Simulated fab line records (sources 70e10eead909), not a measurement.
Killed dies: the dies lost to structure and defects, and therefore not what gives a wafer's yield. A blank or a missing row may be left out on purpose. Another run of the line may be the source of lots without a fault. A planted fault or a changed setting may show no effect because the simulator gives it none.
Matching of chambers + flow nand_harc + NHARC_A_CONTACT_CMP_20 on cmp-03: 4 sister chambers
The step polishes, t overpolish 30 s, target thk 300 nm. 18 wafers are shown with their chamber, then 9 later ones without.

== EACH WAFER AND ITS CHAMBER ==
| wafer  | chamber | motor_current_A (A) | time_to_endpoint_s (s) | overpolish_run_s (s) |
|--------|---------|---------------------|------------------------|----------------------|
| L074.4 | 0       | 15.8                | 59                     | 30.014               |
| L074.5 | 1       | 11.2                | 52                     | 30.008               |
| L074.6 | 0       | 15.7                | 61                     | 30.005               |
| L077.2 | 3       | 12.0                | 63                     | 29.999               |
| L077.4 | 1       | 11.6                | 61                     | 30.009               |
| L077.5 | 0       | 16.4                | 63                     | 30.011               |
| L080.2 | 1       | 11.1                | 60                     | 30.010               |
| L080.5 | 3       | 11.5                | 62                     | 30.010               |
| L080.6 | 0       | 16.4                | 62                     | 29.997               |
| L082.1 | 2       | 11.6                | 62                     | 29.991               |
| L082.4 | 0       | 17.1                | 61                     | 29.993               |
| L082.6 | 1       | 10.6                | 58                     | 29.999               |
| L083.2 | 1       | 10.5                | 59                     | 29.996               |
| L083.3 | 0       | 16.0                | 64                     | 29.996               |
| L083.5 | 0       | 15.8                | 63                     | 30.005               |
| L087.4 | 2       | 12.1                | 60                     | 29.995               |
| L087.5 | 2       | 11.3                | 59                     | 30.001               |
| L087.6 | 3       | 11.4                | 58                     | 29.991               |

SIGNATURES, as means of the wafers listed above
| reading            | chamber 0 | chamber 1 | chamber 2 | chamber 3 | scatter within a chamber |
|--------------------|-----------|-----------|-----------|-----------|--------------------------|
| motor_current_A    | 16.171    | 11.000    | 11.667    | 11.633    | 0.451                    |
| time_to_endpoint_s | 61.86     | 58.00     | 60.33     | 61.00     | 2.47                     |
| overpolish_run_s   | 30.00300  | 30.00440  | 29.99567  | 30.00000  | 0.00744                  |
Rule: for a wafer and a chamber, the distance is found by dividing, reading by reading, the gap between the wafer's reading and the chamber's mean by the reading's scatter, squaring, summing and taking the root. The wafer belongs to the nearest chamber; if the next one is less than 2 further off, it can't be placed. The scatter is the square root of a quotient: the sum, over the shown wafers, of each reading's squared deviation from its chamber's mean, divided by wafers minus chambers.

== WAFERS WITH NO CHAMBER GIVEN ==
| wafer  | motor_current_A (A) | time_to_endpoint_s (s) | overpolish_run_s (s) |
|--------|---------------------|------------------------|----------------------|
| L090.1 | 10.9                | 58                     | 29.990               |
| L090.2 | 11.2                | 57                     | 29.998               |
| L090.6 | 10.8                | 58                     | 29.991               |
| L088.2 | 10.9                | 54                     | 29.993               |
| L088.4 | 17.2                | 57                     | 29.990               |
| L088.5 | 10.7                | 54                     | 30.004               |
| L094.1 | 11.6                | 62                     | 29.998               |
| L094.2 | 11.4                | 55                     | 30.015               |
| L094.6 | 11.7                | 61                     | 29.999               |

== WHICH CHAMBER EACH WENT THROUGH ==
| wafer  | from the rows above          | in truth |
|--------|------------------------------|----------|
| L090.1 | can't be placed: 1 or 2 or 3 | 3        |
| L090.2 | can't be placed: 1 or 2 or 3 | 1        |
| L090.6 | can't be placed: 1 or 2 or 3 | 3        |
| L088.2 | can't be placed: 1 or 2 or 3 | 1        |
| L088.4 | 0                            | 0        |
| L088.5 | can't be placed: 1 or 2 or 3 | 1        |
| L094.1 | can't be placed: 3 or 2 or 1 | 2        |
| L094.2 | can't be placed: 1 or 3 or 2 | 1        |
| L094.6 | can't be placed: 3 or 2 or 1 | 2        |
Correctly placed: 1 of 9. These rows do not allow placing 8 (true chamber among the candidates in 8). Wrongly placed: 0.
